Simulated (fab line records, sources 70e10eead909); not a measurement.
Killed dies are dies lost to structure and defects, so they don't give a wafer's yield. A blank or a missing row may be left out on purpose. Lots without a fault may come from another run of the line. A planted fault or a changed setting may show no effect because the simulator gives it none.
Which tool did it? | flow nand_harc | 13 lots, 39 wafers sampled, at 6 steps of a route of 1159

WHAT THE GAUGES READ, wafer by wafer
NHARC_P_ZERO_WELL_CD_MEAS_11: target cd 500 nm. Usual: cd_nm 500.3 nm, standard deviation 2.5.
lot  | measured    | on        | cd_nm (nm)        | flag
L374 | day 1 19:07 | cd_sem-02 | 500.7 498.5 501.1 |
L375 | day 2 01:15 | cd_sem-03 | 496.7 495.0 497.2 |
L376 | day 2 07:07 | cd_sem-01 | 504.4 498.4 502.5 |
L378 | day 2 19:07 | cd_sem-02 | 500.4 498.5 501.9 |
L380 | day 3 07:15 | cd_sem-01 | 507.8 505.2 506.7 |
L381 | day 3 13:14 | cd_sem-01 | 501.0 496.7 496.9 |
L382 | day 3 19:07 | cd_sem-01 | 500.5 498.3 497.0 |
L384 | day 4 07:15 | cd_sem-02 | 498.1 496.9 496.4 |
L392 | day 6 07:07 | cd_sem-03 | 499.7 498.1 496.5 |
L393 | day 6 13:14 | cd_sem-01 | 501.9 502.9 499.0 |
L394 | day 6 19:14 | cd_sem-01 | 499.9 495.3 496.2 |
L395 | day 7 01:15 | cd_sem-02 | 501.1 500.7 500.9 |
L396 | day 7 07:15 | cd_sem-03 | 500.9 501.5 499.9 |

NHARC_P_ZERO_WELL_CD_MEAS_24: target cd 720 nm. Usual: cd_nm 719.3 nm, standard deviation 1.6.
lot  | measured    | on        | cd_nm (nm)        | flag
L374 | day 1 20:28 | cd_sem-01 | 719.7 718.9 717.2 |
L375 | day 2 02:35 | cd_sem-03 | 721.9 718.9 719.6 |
L376 | day 2 08:29 | cd_sem-02 | 720.7 721.0 719.6 |
L378 | day 2 20:33 | cd_sem-01 | 719.1 718.4 717.9 |
L380 | day 3 08:37 | cd_sem-01 | 717.6 716.8 719.8 |
L381 | day 3 14:29 | cd_sem-01 | 715.5 718.2 717.4 |
L382 | day 3 20:22 | cd_sem-02 | - - -             | OFF
L384 | day 4 08:31 | cd_sem-03 | 719.5 718.0 719.9 |
L392 | day 6 08:27 | cd_sem-01 | 716.7 717.7 721.2 |
L393 | day 6 14:28 | cd_sem-02 | 719.9 719.0 718.3 |
L394 | day 6 20:35 | cd_sem-01 | 719.0 720.7 719.4 |
L395 | day 7 02:35 | cd_sem-03 | 717.4 719.5 721.9 |
L396 | day 7 08:29 | cd_sem-01 | 719.5 719.7 720.9 |

NHARC_P_STI_CD_MEAS_16. Usual: cd_nm 199.3 nm, standard deviation 2.4.
lot  | measured    | on        | cd_nm (nm)        | flag
L374 | day 2 17:28 | cd_sem-01 | 197.2 194.7 200.4 |
L375 | day 3 02:53 | cd_sem-03 | 197.1 200.5 199.4 |
L376 | day 3 02:44 | cd_sem-03 | 200.0 198.3 199.0 |
L378 | day 3 17:35 | cd_sem-02 | 202.7 198.2 197.3 |
L380 | day 4 05:38 | cd_sem-02 | 197.0 198.7 201.9 |
L381 | day 4 13:16 | cd_sem-01 | 198.2 200.9 195.3 |
L384 | day 5 06:08 | cd_sem-01 | 200.6 197.6 199.3 |
L392 | day 7 06:26 | cd_sem-01 | 198.0 199.4 199.2 |
L393 | day 7 11:58 | cd_sem-02 | 199.8 200.1 200.1 |
L394 | day 7 20:23 | cd_sem-01 | 198.3 198.1 195.2 |
L395 | day 7 20:12 | cd_sem-02 | 199.5 198.5 198.8 |
L396 | day 8 08:27 | cd_sem-02 | 199.2 200.6 195.0 |

NHARC_END_SORT_01. Usual: killed_at_array 29, standard deviation 13; killed_at_other 0.7, standard deviation 1; killed_at_periphery 3.2, standard deviation 2.3; killed_dies 33, standard deviation 13; killed_open 3.3, standard deviation 1.7; killed_short 2.0, standard deviation 1.5.
lot  | measured     | on        | killed_at_array | killed_at_other | killed_at_periphery | killed_dies | killed_open | killed_short | flag
L382 | day 22 01:38 | prober-02 | 47 45 41        | 0 0 0           | 630 632 636         | 677 677 677 | 3 5 5       | 0 2 2        | OFF

WHICH TOOL RAN EACH LOT (tool, then ch and the chambers of the sampled wafers, then the start)
lot  | NHARC_P_ZERO_WELL_EXPOSE_21      | NHARC_P_STI_CMP_21
L374 | krf_scanner-01 ch 0, day 1 20:18 | cmp-04 ch 2,3, day 3 08:19
L375 | krf_scanner-02 ch 0, day 2 02:26 | cmp-01 ch 0,1,3, day 3 21:47
L376 | krf_scanner-01 ch 0, day 2 08:20 | cmp-04 ch 0,1,2, day 3 21:43
L378 | krf_scanner-01 ch 0, day 2 20:23 | cmp-02 ch 0,1, day 4 09:39
L380 | krf_scanner-01 ch 0, day 3 08:27 | cmp-04 ch 2,3, day 5 02:32
L381 | krf_scanner-01 ch 0, day 3 14:20 | cmp-02 ch 0,1,3, day 5 07:40
L382 | krf_scanner-01 ch 0, day 3 20:12 | -
L384 | krf_scanner-02 ch 0, day 4 08:22 | cmp-04 ch 0,1,2, day 6 13:07
L392 | krf_scanner-01 ch 0, day 6 08:17 | cmp-04 ch 0,2,3, day 7 20:52
L393 | krf_scanner-01 ch 0, day 6 14:18 | cmp-04 ch 0,3, day 8 09:52
L394 | krf_scanner-02 ch 0, day 6 20:26 | cmp-02 ch 0,1, day 8 14:10
L395 | krf_scanner-04 ch 0, day 7 02:26 | cmp-04 ch 0,1, day 8 14:08
L396 | krf_scanner-04 ch 0, day 7 08:19 | cmp-01 ch 0,2, day 9 02:29
- NHARC_P_ZERO_WELL_EXPOSE_21: exposes mask P NWELL, target cd 720 nm.
- NHARC_P_STI_CMP_21: polishes, t overpolish 20 s, target thk 380.67 nm.

WHAT THE TOOLS THEMSELVES READ (means of the sampled wafers that have a number; where no wafer has one, the mark that the record gives instead)
NHARC_P_STI_CMP_21. Usual: motor_current_A 11.7 A, standard deviation 1; overpolish_run_s 19.999 s, standard deviation 0.0083; slurry_filter_dp_kPa 13.49 kPa, standard deviation 0.14.
lot  | tool   | motor_current_A (A) | overpolish_run_s (s) | slurry_filter_dp_kPa (kPa) | flag
L374 | cmp-04 | 11.9                | 19.995               | 13.34                      |
L375 | cmp-01 | 12.6                | 19.998               | 13.53                      |
L376 | cmp-04 | 11.3                | 20.004               | 13.56                      |
L378 | cmp-02 | 10.4                | 19.998               | 13.54                      |
L380 | cmp-04 | 11.8                | 20.001               | 13.47                      |
L381 | cmp-02 | 11.1                | 20.003               | 13.34                      |
L384 | cmp-04 | 11.3                | 20.008               | 13.58                      |
L392 | cmp-04 | 12.0                | 20.000               | 13.54                      |
L393 | cmp-04 | 11.8                | 19.998               | 13.58                      |
L394 | cmp-02 | 10.9                | 19.991               | 13.58                      |
L395 | cmp-04 | 11.1                | 19.997               | 13.41                      |
L396 | cmp-01 | 11.2                | 20.004               | 13.41                      |

THE ANSWER, worked out from the rows above alone
Rule: a lot is off if the mean of its wafers that have a number lies more than 3 standard deviations from the usual mean. A lot without any number at a reading at which 4 lots or more have one is off too. The other lots that the step has rows for count as sound. The gauges are gone through in route order, then the tools' own readings, and for those a lot's mean is taken as printed above. The first step at which some lot is off is used, and at that step the reading that is off furthest; a lot without a number counts as furthest.
Off: L382, at NHARC_P_ZERO_WELL_CD_MEAS_24 (cd_nm). Without a number there: L382.
A tool fits if, at a process step before that reading, it ran every lot that is off, and no sound lot after the first of them. The gauges at NHARC_P_ZERO_WELL_CD_MEAS_24 aren't tried: what is off there is off at NHARC_END_SORT_01 too, on other tools, and a gauge's error can't cause that. None of those tried fits.

WHAT THE SIMULATOR HAD PUT IN
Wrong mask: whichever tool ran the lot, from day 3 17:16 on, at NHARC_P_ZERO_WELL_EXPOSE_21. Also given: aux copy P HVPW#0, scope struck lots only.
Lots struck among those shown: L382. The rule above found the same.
